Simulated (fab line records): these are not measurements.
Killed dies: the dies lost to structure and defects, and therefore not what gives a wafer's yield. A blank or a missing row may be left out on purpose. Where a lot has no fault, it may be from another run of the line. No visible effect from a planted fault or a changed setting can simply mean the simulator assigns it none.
fab line records	flow n5Finfet
record lots=9	wafers=27	lastDay=18
route steps=1938 shown SD_EPI_P@329 SD_ACTIVATION@330 ILD0@340 BEOL_M4@1111 PASSIVATION@1936
lots that met no fault: from a run of the same line without faults
startH: start of the lot's first displayed wafer, in hours after the record's first day	waitH: hours elapsed since this lot's preceding step	" unchanged from the row above	L1.1+2: a row that stands for several wafers	- no value, or no start was given	* or withheld: withheld	< > ~ a bound
route shown NAME@n: names a module that has steps shown in the file, with the first one's number in the route	usual: mean and standard deviation over wafers with no fault	same: alike in all rows	chamber/n: place in a boat	sites: per-site readings	_std_site: standard deviation across them	_edge_site: mean of outer sites minus mean of inner sites	radiusMm: how far each site lies from the wafer's centre	mask NAME#n: copy n	behind: the tool/chamber that last shaped the wafer	hold: why the lot went on hold/how many hours it stayed there/how the hold came to an end	device: names the non-switching transistor (n, p or np)	end of line: the same wafers' tests at the end of the route	step lacking rows: just its recipe	killed: at the first sort, the dies lost to defects and structure; wafer yield is something else	map: dies across one wafer; x = killed, . = not, _ = none there
set.NAME: the setting the step ran with; set.NAME@STEP: the setting that earlier step ran with	model.NAME: the simulator's own value behind a step, which no gauge read
route steps across a sampled set of lots; one table per step, one row per wafer
services: a tool's chamber out of use, with start hour (startH, from the record's first day; less than 0 if before it), hours out, and reason
## steps
# step N5_SD_EPI_P_INSPECT_26
# recipe inspectInstrument=darkfield	mode=postEpi
# usual rawDefectCount=180/41
lot.wafer	tool	chamber	startH	waitH	rawDefectCount
L107.2	defectInspect-01	-	61.31	0.0	218
L107.4	"	-	"	"	166
L107.6	"	-	"	"	258
L112.1	defectInspect-02	-	90.71	0.0	174
L112.3	"	-	"	"	218
L112.4	"	-	"	"	237
L113.2	defectInspect-02	-	92.81	0.0	226
L113.3	"	-	"	"	145
L113.6	"	-	"	"	185
L115.4	defectInspect-01	-	107.21	0.0	136
L115.5	"	-	"	"	126
L115.6	"	-	"	"	198
L117.3	defectInspect-01	-	120.62	0.0	88
L117.4	"	-	"	"	135
L117.5	"	-	"	"	91
L118.2	defectInspect-02	-	123.91	0.0	111
L118.3	"	-	"	"	132
L118.5	"	-	"	"	161
L120.1	defectInspect-02	-	136.94	0.0	188
L120.3	"	-	"	"	200
L120.6	"	-	"	"	284
L129.1	defectInspect-02	-	191.68	0.0	171
L129.2	"	-	"	"	295
L129.5	"	-	"	"	271
L130.2	defectInspect-01	-	197.84	0.0	168
L130.3	"	-	"	"	127
L130.5	"	-	"	"	160
# step N5_SD_ACTIVATION_RTA_00
# recipe tempC=975	timeS=0	ambient=N2	idleTempC=600	rampUpCPerS=150	rampDownCPerS=60	coolToC=600
# usual lampPowerPct=8.96/0.053	lamp_zone_1_pct=8.952/0.022	lamp_zone_2_pct=8.953/0.026	lamp_zone_3_pct=8.951/0.026	lamp_zone_4_pct=8.951/0.026	lamp_zone_5_pct=8.955/0.022	lamp_zone_6_pct=8.873/0.026	lamp_zone_7_pct=9.352/0.025	wafer_temp_C_max=975.1/2
# same timeS=0
lot.wafer	tool	chamber	startH	waitH	lampPowerPct	lamp_zone_1_pct	lamp_zone_2_pct	lamp_zone_3_pct	lamp_zone_4_pct	lamp_zone_5_pct	lamp_zone_6_pct	lamp_zone_7_pct	wafer_temp_C_max
L107.2	rtpAnneal-02	0	61.47	0.2	8.97	8.995	8.958	8.921	8.944	8.954	8.864	9.365	977.5
L107.4	"	0	"	"	8.97	8.947	8.967	8.964	8.966	8.923	8.887	9.329	973.8
L107.6	"	0	"	"	8.99	8.943	8.979	8.962	8.956	8.965	8.884	9.395	977.1
L112.1	rtpAnneal-02	0	90.88	0.2	8.96	8.984	8.949	8.952	8.933	8.984	8.946	9.392	975.5
L112.3	"	0	"	"	8.96	8.956	8.972	8.957	8.956	8.976	8.861	9.354	975.4
L112.4	"	0	"	"	9.04	8.966	8.993	8.991	8.921	8.932	8.876	9.320	970.3
L113.2	rtpAnneal-02	0	92.87	0.1	9.05	8.995	8.914	8.958	8.977	8.930	8.896	9.359	977.2
L113.3	"	0	"	"	8.89	8.923	8.966	8.958	8.947	8.963	8.840	9.390	973.5
L113.6	"	0	"	"	8.91	8.915	8.933	8.931	8.902	8.953	8.884	9.354	972.3
L115.4	rtpAnneal-01	0	107.86	0.7	8.99	8.944	8.970	8.954	8.982	8.958	8.909	9.336	975.2
L115.5	"	0	"	"	8.89	8.965	8.999	8.936	9.014	8.960	8.861	9.381	977.5
L115.6	"	0	"	"	8.94	8.946	8.917	8.937	8.965	9.002	8.860	9.357	971.5
L117.3	rtpAnneal-02	0	120.71	0.1	9.00	8.959	8.943	8.899	8.962	8.939	8.869	9.379	975.8
L117.4	"	0	"	"	8.98	8.965	8.913	8.949	8.931	8.942	8.903	9.392	978.0
L117.5	"	0	"	"	9.02	8.952	8.936	8.940	8.946	8.976	8.860	9.381	975.2
L118.2	rtpAnneal-02	0	124.04	0.1	8.99	8.947	8.965	8.975	8.960	8.937	8.877	9.368	976.2
L118.3	"	0	"	"	8.99	8.950	8.969	8.971	8.909	8.996	8.864	9.340	976.2
L118.5	"	0	"	"	9.08	8.960	8.980	8.920	8.925	8.976	8.867	9.371	976.6
L120.1	rtpAnneal-02	0	136.96	0.0	8.89	8.958	8.914	8.938	8.919	8.942	8.850	9.343	970.9
L120.3	"	0	"	"	8.96	8.986	8.876	8.932	8.938	8.969	8.896	9.359	975.4
L120.6	"	0	"	"	9.04	8.933	8.944	8.924	8.963	8.956	8.880	9.406	976.0
L129.1	rtpAnneal-02	0	191.71	0.0	9.38	9.306	9.303	9.417	9.344	9.380	9.274	9.762	978.7
L129.2	"	0	"	"	9.36	9.333	9.352	9.352	9.360	9.360	9.298	9.738	971.4
L129.5	"	0	"	"	9.34	9.303	9.336	9.384	9.373	9.341	9.257	9.754	975.7
L130.2	rtpAnneal-02	0	197.89	0.1	9.30	9.367	9.342	9.309	9.339	9.323	9.264	9.742	976.1
L130.3	"	0	"	"	9.39	9.379	9.318	9.318	9.351	9.327	9.246	9.793	972.4
L130.5	"	0	"	"	9.34	9.343	9.378	9.327	9.350	9.362	9.290	9.777	973.6
# step N5_ILD0_CMP_07
# recipe stopOn=poly-Si	material=SiO2_flowable	tOverpolishS=1.18	postCmpClean=alkalineBrush	downForcePsi=4.1491	platenRpm=51.796	padVelocityMS=1.0306	targetThkNm=138.88
# usual motorCurrentA=12.2/1.4
lot.wafer	tool	chamber	startH	waitH	motorCurrentA
L107.2	cmp-02	3	65.22	0.1	11.2
L107.4	"	0	"	"	12.5
L107.6	"	2	"	"	10.8
L112.3	cmp-04	1	94.56	0.0	13.0
L112.4	"	2	"	"	11.7
L112.1	"	0	"	"	14.5
L113.3	cmp-02	3	96.37	0.1	11.0
L113.2	"	0	"	"	11.4
L113.6	"	2	"	"	11.2
L115.4	cmp-02	2	111.36	0.1	11.1
L115.6	"	1	"	"	10.6
L115.5	"	2	"	"	11.7
L117.3	cmp-02	0	124.14	0.0	11.5
L117.4	"	2	"	"	11.4
L117.5	"	1	"	"	10.4
L118.3	cmp-02	2	127.52	0.1	11.4
L118.2	"	0	"	"	12.2
L118.5	"	1	"	"	10.0
L120.3	cmp-01	0	140.56	0.1	11.6
L120.1	"	1	"	"	13.1
L120.6	"	0	"	"	11.9
L129.2	cmp-04	1	195.52	0.0	12.7
L129.1	"	0	"	"	14.3
L129.5	"	2	"	"	12.0
L130.2	cmp-02	2	201.42	0.1	10.8
L130.3	"	0	"	"	11.0
L130.5	"	2	"	"	11.0
# step N5_ILD0_THK_MEAS_08
# usual thkNm=138.7/0.97
lot.wafer	tool	chamber	startH	waitH	thkNm
L107.2	filmMetro-01	-	65.44	-	140.0
L107.4	"	-	"	"	138.5
L107.6	"	-	"	"	138.5
L112.1	filmMetro-02	-	94.85	-	138.6
L112.3	"	-	"	"	138.0
L112.4	"	-	"	"	138.7
L113.2	filmMetro-02	-	96.58	-	138.9
L113.3	"	-	"	"	138.8
L113.6	"	-	"	"	137.8
L115.4	filmMetro-02	-	111.63	-	137.5
L115.5	"	-	"	"	136.4
L115.6	"	-	"	"	139.1
L117.3	filmMetro-01	-	124.43	-	139.0
L117.4	"	-	"	"	136.9
L117.5	"	-	"	"	140.1
L118.2	filmMetro-01	-	127.77	-	137.8
L118.3	"	-	"	"	137.1
L118.5	"	-	"	"	138.7
L120.1	filmMetro-02	-	140.82	-	139.4
L120.3	"	-	"	"	140.3
L120.6	"	-	"	"	139.6
L129.1	filmMetro-02	-	195.81	-	140.0
L129.2	"	-	"	"	139.9
L129.5	"	-	"	"	139.4
L130.2	filmMetro-02	-	201.67	-	138.0
L130.3	"	-	"	"	138.8
L130.5	"	-	"	"	137.3
# step N5_BEOL_M4_RC_MEAS_101
# usual DIBL_N=36.0/1.8	DIBL_P=36.3/2.4	IOFF_N=0.16/0.035	IOFF_N_85C=3.0/0.57	IOFF_N_LIN=0.072/0.013	IOFF_P=0.21/0.036	IOFF_P_85C=3.6/0.52	IOFF_P_LIN=0.098/0.013	ION_N=673/13	ION_P=461/7.2	REXT_N=75.3/1.6	REXT_P=100.4/2	SS_N=71.4/0.6	SS_P=73.2/0.7	VT_N=250/4	VT_N_LVT=99/4	VT_P=-250.9/2.9
lot.wafer	tool	chamber	startH	waitH	DIBL_N[mV/V]	DIBL_P[mV/V]	IOFF_N[nA/um]	IOFF_N_85C[nA/um]	IOFF_N_LIN[nA/um]	IOFF_P[nA/um]	IOFF_P_85C[nA/um]	IOFF_P_LIN[nA/um]	ION_N[uA/um]	ION_P[uA/um]	REXT_N[ohm.um]	REXT_P[ohm.um]	SS_N[mV/dec]	SS_P[mV/dec]	VT_N[mV]	VT_N_LVT[mV]	VT_P[mV]
L107.2	prober-01	0	159.93	0.2	40.9	41.0	0.27	4.7	0.112	0.32	5.3	0.140	695	472	72.6	100.8	72.0	74.4	240	91	-242.9
L107.4	"	0	"	"	39.8	39.5	0.23	4.2	0.100	0.29	4.8	0.130	695	474	74.3	101.4	72.1	74.1	245	93	-243.5
L107.6	"	0	"	"	36.5	35.0	0.16	3.1	0.074	0.23	3.9	0.109	669	465	74.6	100.7	71.2	72.4	252	98	-247.3
L113.2	prober-01	0	215.20	0.2	35.3	37.0	0.15	2.8	0.070	0.20	3.5	0.095	675	464	75.4	100.7	71.0	73.5	249	102	-252.4
L113.3	"	0	"	"	35.7	36.7	0.15	2.8	0.068	0.20	3.4	0.095	666	459	74.3	98.7	71.3	73.3	253	103	-251.4
L113.6	"	0	"	"	32.9	34.1	0.11	2.3	0.057	0.16	3.0	0.083	668	465	75.6	99.0	71.0	72.7	255	103	-253.0
L112.1	prober-02	0	218.00	0.0	32.7	32.6	0.10	2.0	0.049	0.14	2.7	0.075	643	446	76.0	102.4	70.0	71.9	259	103	-257.7
L112.3	"	0	"	"	34.2	34.1	0.12	2.4	0.057	0.16	2.9	0.082	663	453	76.8	101.9	71.5	72.7	255	101	-254.1
L112.4	"	0	"	"	35.7	37.3	0.15	3.0	0.072	0.20	3.5	0.097	692	471	76.6	100.9	71.5	73.3	248	96	-249.6
L115.4	prober-01	0	221.29	0.5	37.1	38.9	0.18	3.5	0.083	0.20	3.6	0.094	690	466	73.2	103.0	70.7	73.9	244	94	-253.0
L115.5	"	0	"	"	38.0	39.6	0.18	3.5	0.084	0.22	3.9	0.101	681	464	73.4	99.9	71.6	74.2	247	95	-252.3
L115.6	"	0	"	"	40.5	43.6	0.26	4.8	0.113	0.29	4.8	0.121	697	464	74.3	100.5	72.0	74.2	242	90	-248.7
L118.2	prober-01	0	227.39	0.2	35.3	35.9	0.13	2.6	0.063	0.21	3.6	0.095	668	464	72.9	99.9	70.6	73.9	255	103	-250.9
L118.3	"	0	"	"	34.6	35.0	0.13	2.5	0.062	0.19	3.3	0.089	673	473	71.8	101.9	70.6	73.0	253	102	-252.9
L118.5	"	0	"	"	32.8	32.3	0.10	2.0	0.050	0.15	2.8	0.078	657	458	70.9	100.5	70.4	71.3	259	108	-252.3
L117.3	prober-02	0	244.31	0.3	36.3	37.7	0.18	3.5	0.083	0.22	3.7	0.101	682	457	74.8	100.8	71.2	74.1	248	96	-251.5
L117.4	"	0	"	"	34.5	34.6	0.15	2.9	0.071	0.18	3.2	0.090	671	456	75.3	99.8	70.8	72.5	248	97	-252.5
L117.5	"	0	"	"	36.6	37.1	0.19	3.6	0.086	0.21	3.7	0.100	683	464	74.8	101.4	71.7	73.6	244	94	-253.3
L120.1	prober-01	0	250.12	0.0	35.5	34.8	0.15	2.9	0.069	0.20	3.4	0.096	685	470	76.0	96.6	71.1	72.8	250	99	-249.7
L120.3	"	0	"	"	33.3	33.1	0.12	2.4	0.060	0.18	3.1	0.090	669	456	77.0	97.1	70.8	72.4	252	101	-249.3
L120.6	"	0	"	"	35.3	34.6	0.15	2.9	0.069	0.19	3.4	0.096	677	462	75.7	97.0	70.9	72.5	251	98	-251.7
L130.2	prober-01	0	318.44	0.2	48.1	40.0	0.47	7.7	0.166	0.29	4.8	0.130	734	473	65.0	98.2	74.1	73.9	235	86	-247.0
L130.3	"	0	"	"	48.8	39.3	0.48	7.7	0.169	0.28	4.7	0.130	743	477	63.8	96.9	74.7	74.5	235	85	-247.5
L130.5	"	0	"	"	51.6	40.9	0.72	10.8	0.202	0.34	5.4	0.147	750	479	63.6	98.4	76.5	74.2	232	83	-241.4
L129.1	prober-02	0	319.72	0.0	47.4	42.1	0.48	7.7	0.180	0.33	5.2	0.141	753	491	66.8	92.8	72.9	74.2	231	81	-241.1
L129.2	"	0	"	"	47.8	42.5	0.50	7.9	0.180	0.35	5.5	0.150	742	487	66.0	91.4	74.1	74.6	232	82	-241.7
L129.5	"	0	"	"	46.4	40.8	0.42	7.0	0.164	0.31	5.0	0.137	746	490	66.3	91.3	72.9	73.9	231	83	-242.7
# step N5_PASSIVATION_PROBE_49
# usual defectLimitedYield=91.2/1.4	killed_at_M0_to_M3=35/11	killed_at_M4_up=14/5.6	killedAtContacts=12/5.6	killedAtFrontEnd=38/11	killedAtOther=4/3.4	killedDies=103/17	killedOpen=68/12	killedShort=33/8.8	sort_bin_4_leakage=0.00/0.007	sort_bin_5_function=5.1/0.89	sort_bin_6_memory=3.3/0.71	sortNPass=1077/17	sortYieldPct=91.2/1.4
# same grossDies=1180	killedAtBackSide=0	sort_bin_8_speed[%]=0
lot.wafer	tool	chamber	startH	waitH	defectLimitedYield[%]	killed_at_M0_to_M3	killed_at_M4_up	killedAtContacts	killedAtFrontEnd	killedAtOther	killedDies	killedOpen	killedShort	sort_bin_4_leakage[%]	sort_bin_5_function[%]	sort_bin_6_memory[%]	sortNPass	sortYieldPct[%]
L130.2	prober-01	-	437.40	0.1	92.0	25	14	4	45	6	94	61	32	50.93	4.9	2.8	485	41.1
L130.3	prober-01	-	437.45	0.1	91.9	39	21	4	28	4	96	71	22	50.34	4.7	3.2	490	41.5
L130.5	prober-01	-	437.55	0.2	89.7	44	16	13	45	4	122	81	39	88.90	5.8	4.0	9	0.8
L129.1	prober-02	-	438.55	0.0	91.4	36	10	5	48	3	102	64	38	36.78	4.7	3.6	644	54.6
L129.2	prober-02	-	438.60	0.1	93.9	19	16	7	29	1	72	46	26	45.68	4.2	1.4	569	48.2
L129.5	prober-02	-	438.75	0.2	90.7	23	23	13	48	3	110	79	30	13.64	6.3	2.8	909	77.0
# killed by level:class
L130.2 FIN_SAQP:geometricParticle:open=13 FIN_SAQP:geometricParticle:short=11 BEOL_M3:geometricParticle:open=9 BEOL_M0_SAQP:geometricParticle:short=6 GATE_CUT:geometricParticle:short=5 BEOL_M4:geometricParticle:open=5 BEOL_M0_SAQP:geometricParticle:open=4 DUMMY_GATE:geometricParticle:open=3
L130.3 BEOL_M3:geometricParticle:open=10 BEOL_M0_SAQP:geometricParticle:open=9 BEOL_M5:geometricParticle:open=8 BEOL_M0_SAQP:geometricParticle:short=7 FIN_SAQP:geometricParticle:short=6 BEOL_M2:geometricParticle:open=6 STI_FIN_REVEAL:geometricParticle:open=5 DUMMY_GATE:geometricParticle:open=5
L130.5 MOL_CONTACT_COAG:geometricParticle:open=12 FIN_SAQP:geometricParticle:short=11 BEOL_M0_SAQP:geometricParticle:open=11 FIN_SAQP:geometricParticle:open=10 BEOL_M2:geometricParticle:open=10 BEOL_M3:geometricParticle:open=8 STI_FIN_REVEAL:geometricParticle:open=6 BEOL_M0_SAQP:geometricParticle:short=5
L129.1 BEOL_M0_SAQP:geometricParticle:short=13 DUMMY_GATE:geometricParticle:open=11 FIN_SAQP:geometricParticle:open=7 STI_FIN_REVEAL:geometricParticle:open=7 BEOL_M4:geometricParticle:open=7 BEOL_M0_SAQP:geometricParticle:open=6 MOL_CONTACT_COAG:geometricParticle:open=5 BEOL_M1:geometricParticle:short=5
L129.2 BEOL_M4:geometricParticle:open=6 BEOL_M5:geometricParticle:open=6 FIN_SAQP:geometricParticle:short=5 BEOL_M1:geometricParticle:open=5 DUMMY_GATE:geometricParticle:open=4 MOL_CONTACT_COAG:geometricParticle:short=4 BEOL_M0:geometricParticle:open=4 STI_FIN_REVEAL:geometricParticle:open=3
L129.5 STI_FIN_REVEAL:geometricParticle:open=18 MOL_CONTACT_COAG:geometricParticle:open=13 FIN_SAQP:geometricParticle:short=8 BEOL_M0_SAQP:geometricParticle:open=7 BEOL_M4:geometricParticle:open=7 BEOL_M2:geometricParticle:open=6 BEOL_M5:geometricParticle:open=6 STI_FIN_REVEAL:geometricParticle:short=4
## services
tool	chamber	startH	hours	kind
cmp-01	-	37.50	0.8	repair
cmp-04	-	48.31	3.8	repair
rtpAnneal-01	-	55.76	27.7	pm
cmp-04	-	64.52	4.0	pm
cmp-04	-	68.52	-	consumableReplace:conditioner
cmp-04	-	68.52	-	consumableReplace:pad
cmp-04	-	89.91	2.3	repair
cmp-02	-	127.72	4.6	pm
cmp-01	-	132.22	4.6	pm
cmp-02	-	136.03	4.0	pm
cmp-02	-	140.03	-	consumableReplace:conditioner
cmp-02	-	140.03	-	consumableReplace:pad
cmp-01	-	178.17	4.0	pm
cmp-01	-	182.17	-	consumableReplace:conditioner
cmp-01	-	182.17	-	consumableReplace:pad
cmp-01	-	183.39	0.2	repair
## key
firstSign step=N5_SD_ACTIVATION_RTA_00	reading=lamp_zone_5_pct	direction=up	sigmas=18	usual=*	struck=*
effect step=N5_SD_ACTIVATION_RTA_00	reading=lamp_zone_1_pct	direction=up	sigmas=17	usual=*	struck=*
effect step=N5_BEOL_M4_RC_MEAS_101	reading=IOFF_N	direction=up	sigmas=10	usual=0.16	struck=0.51
effect step=N5_BEOL_M4_RC_MEAS_101	reading=IOFF_N_85C	direction=up	sigmas=9	usual=3.0	struck=8.1
effect step=N5_BEOL_M4_RC_MEAS_101	reading=IOFF_N_LIN	direction=up	sigmas=7.8	usual=0.072	struck=0.177
effect step=N5_BEOL_M4_RC_MEAS_101	reading=DIBL_N	direction=up	sigmas=6.9	usual=36.0	struck=48.3
effect step=N5_BEOL_M4_RC_MEAS_101	reading=REXT_N	direction=down	sigmas=6.2	usual=75.3	struck=65.2
effect step=N5_BEOL_M4_RC_MEAS_101	reading=ION_N	direction=up	sigmas=5.5	usual=673	struck=744
effect step=N5_BEOL_M4_RC_MEAS_101	reading=SS_N	direction=up	sigmas=4.8	usual=71.4	struck=74.2
effect step=N5_BEOL_M4_RC_MEAS_101	reading=VT_N	direction=down	sigmas=4.4	usual=250	struck=233
effect step=N5_BEOL_M4_RC_MEAS_101	reading=VT_N_LVT	direction=down	sigmas=3.9	usual=99	struck=83
effect step=N5_BEOL_M4_RC_MEAS_101	reading=IOFF_P_LIN	direction=up	sigmas=3.3	usual=0.098	struck=0.139
effect step=N5_BEOL_M4_RC_MEAS_101	reading=IOFF_P	direction=up	sigmas=3	usual=0.21	struck=0.32
effect step=N5_BEOL_M4_RC_MEAS_101	reading=ION_P	direction=up	sigmas=3	usual=461	struck=483
effect step=N5_PASSIVATION_PROBE_49	reading=sort_bin_4_leakage	direction=up	sigmas=99+	usual=0.00	struck=47.71
metAt N5_SD_ACTIVATION_RTA_00
struckLots L129,L130
notActingAt N5_SD_EPI_P_INSPECT_26,N5_ILD0_CMP_07,N5_ILD0_THK_MEAS_08
onsetBetween 136.96 191.71
fault kind=processParameterDrift	tool=rtpAnneal-02	chamber=-	onsetH=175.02	steps=N5_SD_ACTIVATION_RTA_00	channel=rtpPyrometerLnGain	offset=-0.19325	shape=step	endH=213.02
